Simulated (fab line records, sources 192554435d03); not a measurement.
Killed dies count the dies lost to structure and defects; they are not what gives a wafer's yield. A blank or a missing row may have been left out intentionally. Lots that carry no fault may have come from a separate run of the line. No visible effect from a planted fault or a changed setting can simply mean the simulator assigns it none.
fab line records	flow n5_finfet
[record] lots = 11	wafers = 33	last_day = 19
route steps=1938 shown BEOL_M5@1135 PASSIVATION@1909
lots with no fault: from the same line, run without faults
start_h: hours from the record's first day to the start of the lot's first wafer shown	wait_h: hours from the lot's prior step to this one	" same as the row above	L1.1+2: several wafers, shown together as one row	- no value, or no start was given	* or withheld: withheld	< > ~ a bound
route shown NAME@n: a module of which the file shows steps, and the number in the route of the first	usual: mean and standard deviation over wafers with no fault	same: alike in all rows	chamber/n: place in a boat	sites: each site's reading	_std_site: the values' standard deviation	_edge_site: outer sites' mean less inner sites'	radius_mm: how far each site lies from the wafer's centre	mask NAME#n: copy n	behind: tool/chamber where the wafer was last shaped	hold: why the lot was held/for how many hours/how that ended	device: transistor that didn't switch, given as n, p or np	end of line: tests run on the same wafers once the route is complete	a step with no rows: only its recipe	killed: count of dies lost to structure and defects at first sort (not the wafer's yield)	map: per-die view of a wafer (x killed, . not killed, _ where there is no die)
set.NAME: the run value of the setting; set.NAME@STEP: its run value at that earlier step	model.NAME: the simulator's own value behind a step, which no gauge read
a sample of lots followed through the steps of the route, with each step as a table and each wafer as a row
services: when a tool's chamber went out of use (start_h, in hours from the record's first day, below 0 if earlier), for how many hours, and the reason
[[steps]]
[step N5_BEOL_M5_STRIP_64]
[recipe] chemistry = CF4	resist = SiARC	power_w = 300	bias_power_w = 75	pressure_mtorr = 50	cf4_flow_sccm = 150	rf_frequency_hz = 6e+07
[usual] drypump_motor_current_A = 5.5/0.39	oes_product_au = 0.78/0.098	rf_vpp_V = 270.9/1.8	showerhead_plenum_p_Torr = 1.78/0.064	throttle_valve_pct = 13.53/0.27
lot.wafer	tool	chamber	start_h	wait_h	drypump_motor_current_A	oes_product_au	rf_hours_counter_h	rf_vpp_V	showerhead_plenum_p_Torr	throttle_valve_pct
L787.1	rie_diel-06	0	195.16	0.0	5.0	0.86	32	269.4	1.74	13.19
L787.4	"	1	"	"	5.7	0.72	-	268.5	1.71	13.58
L787.6	"	0	"	"	4.9	0.86	-	269.3	1.74	13.21
L788.1	rie_diel-02	2	201.49	0.0	5.5	0.71	239	270.6	1.76	13.58
L788.2	"	0	"	"	5.4	0.93	7	271.3	1.83	13.32
L788.6	"	0	"	"	5.4	0.94	-	271.3	1.83	13.31
L791.2	rie_diel-06	3	244.19	0.0	5.4	0.72	187	269.1	1.71	13.92
L791.3	"	2	"	"	5.2	0.70	225	273.1	1.84	13.72
L791.6	"	2	"	"	5.2	0.70	-	273.1	1.84	13.73
L790.4	rie_diel-04	1	247.11	0.0	6.3	0.67	246	270.1	1.69	13.78
L790.5	"	1	"	"	6.3	0.67	-	268.5	1.69	13.79
L790.6	"	2	"	"	5.2	0.72	-	272.9	1.84	13.66
L792.1	rie_diel-04	2	266.50	0.0	5.2	0.72	184	273.3	1.84	13.67
L792.4	"	2	"	"	5.2	0.72	-	272.2	1.84	13.66
L792.6	"	3	"	"	5.6	0.66	-	270.7	1.76	13.85
L795.1	rie_diel-04	3	279.80	0.0	5.6	0.66	255	271.1	1.75	13.84
L795.3	"	0	"	"	5.8	0.88	42	269.6	1.76	13.25
L795.4	"	2	"	"	5.2	0.72	-	271.5	1.84	13.68
L796.2	rie_diel-06	2	285.27	0.0	5.2	0.69	236	270.7	1.84	13.75
L796.3	"	0	"	"	4.9	0.83	53	270.7	1.74	13.25
L796.6	"	3	"	"	5.3	0.71	-	270.0	1.71	13.93
L799.2	rie_diel-04	2	303.27	0.0	5.2	0.71	199	270.9	1.84	13.71
L799.4	"	1	"	"	6.3	0.93	-	274.0	1.90	13.23
L799.5	"	2	"	"	5.2	0.71	-	274.6	1.84	13.71
L802.2	rie_diel-04	0	315.70	0.0	5.8	0.85	56	268.3	1.75	13.29
L802.3	"	1	"	"	6.3	0.92	10	273.2	1.90	13.24
L802.5	"	2	"	"	5.2	0.71	-	272.1	1.84	13.71
L806.2	rie_diel-02	0	344.71	0.0	5.4	0.89	23	271.5	1.82	13.35
L806.4	"	1	"	"	6.0	0.70	205	269.3	1.71	13.42
L806.6	"	3	"	"	5.7	0.69	-	270.2	1.76	13.92
L810.1	rie_diel-06	2	354.04	0.0	5.2	0.97	2	274.0	1.84	13.23
L810.5	"	2	"	"	5.2	0.96	-	272.2	1.84	13.22
L810.6	"	0	"	"	4.9	0.80	-	272.5	1.73	13.31
[step N5_PASSIVATION_AL_ETCH_33]
[recipe] chemistry = Cl2/BCl3	target_depth_a = 28000	over_etch_frac = 0.15	Cl2_flow_sccm = 180	bcl3_flow_sccm = 60	target = Al	stop_on = TaN	time_s = 466.7	ion_energy_ev = 100	pressure_mtorr = 10	icp_w = 900	bias_w = 100
[usual] drypump_motor_current_A = 5.9/0.38	oes_product_au = 0.71/0.059	throttle_valve_pct = 34.4/0.33
lot.wafer	tool	chamber	start_h	wait_h	drypump_motor_current_A	oes_product_au	rf_hours_counter_h	throttle_valve_pct
L787.1	rie_metal-02	0	286.03	0.1	5.9	0.74	26	34.4
L787.4	"	1	"	"	5.0	0.75	-	33.9
L787.6	"	1	"	"	5.0	0.76	-	33.9
L788.1	rie_metal-02	0	289.49	0.1	5.9	0.75	27	34.4
L788.2	"	1	"	"	5.0	0.75	21	33.9
L788.6	"	0	"	"	5.9	0.75	-	34.3
L791.2	rie_metal-01	0	336.87	0.1	5.9	0.67	52	34.1
L791.3	"	1	"	"	6.1	0.67	-	34.9
L791.6	"	1	"	"	6.0	0.67	-	34.9
L790.4	rie_metal-03	0	344.98	0.2	6.3	0.72	-	34.4
L790.5	"	1	"	"	6.0	0.87	-	34.5
L790.6	"	0	"	"	6.3	0.73	-	34.3
L792.1	rie_metal-03	1	367.22	0.1	6.0	0.83	5	34.5
L792.4	"	0	"	"	6.3	0.73	-	34.3
L792.6	"	1	"	"	6.0	0.83	-	34.5
L795.1	rie_metal-01	1	390.18	0.1	6.0	0.65	54	35.0
L795.3	"	1	"	"	6.0	0.65	-	34.9
L795.4	"	0	"	"	5.9	0.66	-	34.1
L796.2	rie_metal-02	0	391.08	0.1	5.9	0.72	33	34.4
L796.3	"	0	"	"	5.9	0.73	-	34.4
L796.6	"	0	"	"	5.9	0.72	-	34.4
L799.2	rie_metal-01	0	409.35	0.1	5.9	0.66	58	34.1
L799.4	"	1	"	"	6.0	0.64	-	35.0
L799.5	"	0	"	"	5.9	0.66	-	34.1
L802.2	rie_metal-01	0	412.42	0.1	5.9	0.66	58	34.1
L802.3	"	1	"	"	6.1	0.65	-	34.9
L802.5	"	0	"	"	5.9	0.66	-	34.1
L806.2	rie_metal-03	1	454.11	0.1	6.0	0.79	13	34.5
L806.4	"	1	"	"	6.0	0.80	-	34.5
L806.6	"	1	"	"	6.0	0.79	-	34.5
L810.1	rie_metal-03	0	458.14	0.1	6.3	0.70	47	34.4
L810.5	"	1	"	"	6.0	0.79	-	34.5
L810.6	"	0	"	"	6.3	0.69	-	34.4
[step N5_PASSIVATION_ETCH_54]
[recipe] chemistry = CHF3/O2	target = SiO2	target_depth_a = 8800	CHF3_flow_sccm = 50	O2_flow_sccm = 5	Ar_flow_sccm = 200	time_s = 440	mask_material = PR	pressure_mtorr = 30	source_w = 650	bias_w = 170	ion_energy_ev = 200
[usual] drypump_motor_current_A = 6.0/0.49	mfc_ar_sccm = 200.0/0.57	oes_product_au = 0.80/0.068	rf_vpp_V = 519/10	showerhead_plenum_p_Torr = 2.39/0.079	throttle_valve_pct = 18.82/0.21
lot.wafer	tool	chamber	start_h	wait_h	drypump_motor_current_A	mfc_ar_sccm	oes_product_au	rf_hours_counter_h	rf_vpp_V	showerhead_plenum_p_Torr	throttle_valve_pct
L787.1	rie_diel-05	2	288.10	0.1	5.6	199.8	0.72	221	524	2.48	18.96
L787.4	"	1	"	"	6.2	200.1	0.87	46	521	2.36	18.69
L787.6	"	2	"	"	5.6	199.0	0.72	-	524	2.48	18.95
L788.1	rie_diel-05	1	291.54	0.1	6.2	201.0	0.88	47	522	2.36	18.67
L788.2	"	2	"	"	5.7	199.9	0.73	223	523	2.48	18.94
L788.6	"	3	"	"	5.6	200.3	0.87	-	519	2.37	18.49
L791.2	rie_diel-01	0	338.78	0.1	6.2	199.8	0.73	196	507	2.29	18.99
L791.3	"	3	"	"	5.1	200.2	0.71	215	519	2.19	18.68
L791.6	"	3	"	"	5.1	199.9	0.72	-	519	2.19	18.69
L790.4	rie_diel-05	3	346.89	0.1	5.5	199.5	0.84	54	522	2.36	18.50
L790.5	"	2	"	"	5.7	199.8	0.71	-	525	2.47	18.98
L790.6	"	3	"	"	5.6	199.9	0.85	-	521	2.36	18.52
L792.1	rie_diel-01	1	369.17	0.1	6.5	200.5	0.77	106	512	2.34	18.53
L792.4	"	3	"	"	5.1	200.4	0.71	226	520	2.19	18.69
L792.6	"	2	"	"	5.4	199.9	0.95	-	536	2.47	18.70
L795.1	rie_diel-03	0	392.34	0.1	6.0	201.3	0.77	132	521	2.32	18.93
L795.3	"	3	"	"	5.6	199.1	0.88	39	538	2.46	19.03
L795.4	"	1	"	"	6.5	200.7	0.79	102	513	2.43	18.70
L796.2	rie_diel-03	0	393.01	0.1	6.0	200.7	0.77	132	521	2.32	18.94
L796.3	"	1	"	"	6.5	199.7	0.80	102	511	2.43	18.71
L796.6	"	2	"	"	6.7	199.3	0.76	-	509	2.44	19.12
L799.2	rie_diel-01	0	411.45	0.1	6.2	200.1	0.71	226	507	2.28	19.05
L799.4	"	2	"	"	5.4	199.7	0.91	30	535	2.46	18.73
L799.5	"	2	"	"	5.4	199.4	0.91	-	536	2.46	18.73
L802.2	rie_diel-05	2	414.58	0.1	5.6	199.4	0.93	9	523	2.46	18.61
L802.3	"	1	"	"	6.2	199.5	0.83	91	520	2.34	18.75
L802.5	"	1	"	"	6.2	199.0	0.81	-	520	2.34	18.75
L806.2	rie_diel-01	3	456.19	0.1	5.1	200.2	0.99	3	531	2.55	18.37
L806.4	"	2	"	"	5.4	199.7	0.89	46	536	2.45	18.76
L806.6	"	1	"	"	6.5	200.1	0.73	-	511	2.32	18.58
L810.1	rie_diel-03	3	461.50	0.1	5.6	199.4	0.83	67	536	2.45	19.06
L810.5	"	3	"	"	5.6	199.3	0.83	-	535	2.45	19.08
L810.6	"	0	"	"	6.0	199.4	0.75	-	521	2.31	18.98
[step N5_PASSIVATION_PROBE_49]
[usual] defect_limited_yield = 90.9/1.4	killed_at_M0_to_M3 = 38/11	killed_at_M4_up = 13/5.9	killed_at_contacts = 14/6.4	killed_at_front_end = 38/11	killed_at_other = 3.3/2.5	killed_dies = 107/16	killed_open = 70/12	killed_short = 35/7.7	sort_bin_5_function = 5.3/0.94	sort_bin_6_memory = 3.5/0.7	sort_bin_8_speed = 0.00/0.007	sort_n_pass = 1073/16	sort_yield_pct = 90.9/1.4
[same] gross_dies = 1180	killed_at_back_side = 0	sort_bin_4_leakage[%] = 0
lot.wafer	tool	chamber	start_h	wait_h	defect_limited_yield[%]	killed_at_M0_to_M3	killed_at_M4_up	killed_at_contacts	killed_at_front_end	killed_at_other	killed_dies	killed_open	killed_short	sort_bin_5_function[%]	sort_bin_6_memory[%]	sort_bin_8_speed[%]	sort_n_pass	sort_yield_pct[%]
L799.2	prober-01	-	414.28	0.1	82.0	27	112	6	61	6	212	67	40	11.6	4.7	0	968	82.0
L799.4	prober-01	-	414.38	0.2	90.3	36	13	5	50	10	114	76	32	5.2	4.4	0	1066	90.3
L799.5	prober-01	-	414.43	0.2	81.3	42	128	12	34	5	221	74	35	11.9	4.5	0	959	81.3
L802.2	prober-01	-	417.40	0.1	89.4	72	15	14	23	1	125	87	36	5.0	5.1	0	1055	89.4
L802.3	prober-01	-	417.45	0.1	89.3	53	11	12	44	6	126	86	39	5.8	4.6	0	1054	89.3
L802.5	prober-01	-	417.55	0.2	81.9	71	110	9	20	3	213	65	44	11.8	4.7	0	967	81.9
// killed by level:class
L799.2 BEOL_M5:unspecified=104 STI_FIN_REVEAL:geometric_particle:open=19 FIN_SAQP:geometric_particle:open=8 FIN_SAQP:geometric_particle:short=7 DUMMY_GATE:geometric_particle:open=5 BEOL_M1:geometric_particle:short=5 BEOL_M0_SAQP:geometric_particle:open=5 ILD0:geometric_particle:open=4
L799.4 FIN_SAQP:geometric_particle:open=19 BEOL_M0_SAQP:geometric_particle:open=10 FIN_SAQP:geometric_particle:short=8 STI_FIN_REVEAL:geometric_particle:open=8 BEOL_M1:geometric_particle:open=7 BEOL_M0_SAQP:geometric_particle:short=5 MOL_CONTACT_COAG:geometric_particle:open=5 MIM_TOP:geometric_particle:short=5
L799.5 BEOL_M5:unspecified=110 MOL_CONTACT_COAG:geometric_particle:open=11 BEOL_M0_SAQP:geometric_particle:open=11 BEOL_M0_SAQP:geometric_particle:short=11 STI_FIN_REVEAL:geometric_particle:open=8 BEOL_M3:geometric_particle:open=8 FIN_SAQP:geometric_particle:open=5 BEOL_M4:geometric_particle:open=5
L802.2 BEOL_M0_SAQP:geometric_particle:open=14 BEOL_M2:geometric_particle:open=14 BEOL_M0_SAQP:geometric_particle:short=12 MOL_CONTACT_COAG:geometric_particle:open=10 BEOL_M1:geometric_particle:open=10 BEOL_M0:geometric_particle:open=9 FIN_SAQP:geometric_particle:short=4 FIN_SAQP:geometric_particle:open=4
L802.3 BEOL_M0_SAQP:geometric_particle:open=15 FIN_SAQP:geometric_particle:open=11 BEOL_M1:geometric_particle:open=11 FIN_SAQP:geometric_particle:short=8 MOL_CONTACT_COAG:geometric_particle:open=8 BEOL_M0_SAQP:geometric_particle:short=8 BEOL_M2:geometric_particle:open=7 ILD0:geometric_particle:open=5
L802.5 BEOL_M5:unspecified=104 BEOL_M0_SAQP:geometric_particle:short=25 BEOL_M0_SAQP:geometric_particle:open=24 MOL_CONTACT_COAG:geometric_particle:open=8 BEOL_M0:geometric_particle:open=7 FIN_SAQP:geometric_particle:open=6 BEOL_M1:geometric_particle:open=4 FIN_SAQP:geometric_particle:short=3
[[services]]
tool	chamber	start_h	hours	kind
rie_diel-02	-	179.40	1.0	repair
rie_diel-06	2	189.08	10.0	repair
rie_diel-06	-	200.13	14.6	pm
rie_diel-06	2	226.76	7.4	repair
rie_diel-05	2	229.83	7.1	repair
rie_diel-04	3	236.60	5.9	repair
rie_diel-02	-	257.06	72.1	repair
rie_diel-04	3	294.15	6.5	repair
rie_metal-03	1	315.00	14.0	repair
rie_diel-03	-	322.81	14.6	pm
rie_diel-02	-	329.20	14.6	pm
rie_diel-06	3	331.95	2.6	repair
rie_diel-04	-	336.59	4.8	repair
rie_diel-06	-	338.02	0.6	repair
rie_diel-01	1	341.15	22.0	repair
rie_metal-02	0	341.95	3.6	repair
rie_diel-06	0	347.58	3.7	repair
rie_diel-05	2	349.12	1.4	repair
rie_diel-06	-	354.64	4.3	pm
rie_metal-02	0	379.21	7.7	repair
rie_diel-05	3	395.52	5.8	repair
rie_metal-03	-	404.20	0.7	repair
rie_diel-01	2	422.68	5.6	repair
rie_diel-04	3	452.95	2.6	repair
[[key]]
[first_sign] step = N5_PASSIVATION_PROBE_49	reading = killed_at_M4_up	direction = up	sigmas = 18	usual = 13	struck = 117
[effect] step = N5_PASSIVATION_PROBE_49	reading = killed_dies	direction = up	sigmas = 6.6	usual = 107	struck = 215
[more_kills_born_at] N5_BEOL_M5_STRIP_64@rie_diel-04 = 318
met_at N5_BEOL_M5_STRIP_64
struck_lots L799,L802
struck_wafers L799.2,L799.5,L802.5
not_acting_at N5_PASSIVATION_AL_ETCH_33,N5_PASSIVATION_ETCH_54
onset_between 279.80 303.27
[fault] kind = chamber_particle_source	tool = rie_diel-04	chamber = 2	onset_h = 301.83	steps = N5_BEOL_M5_STRIP_64	rate_per_visit_cm2 = 0.5553	end_h = 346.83
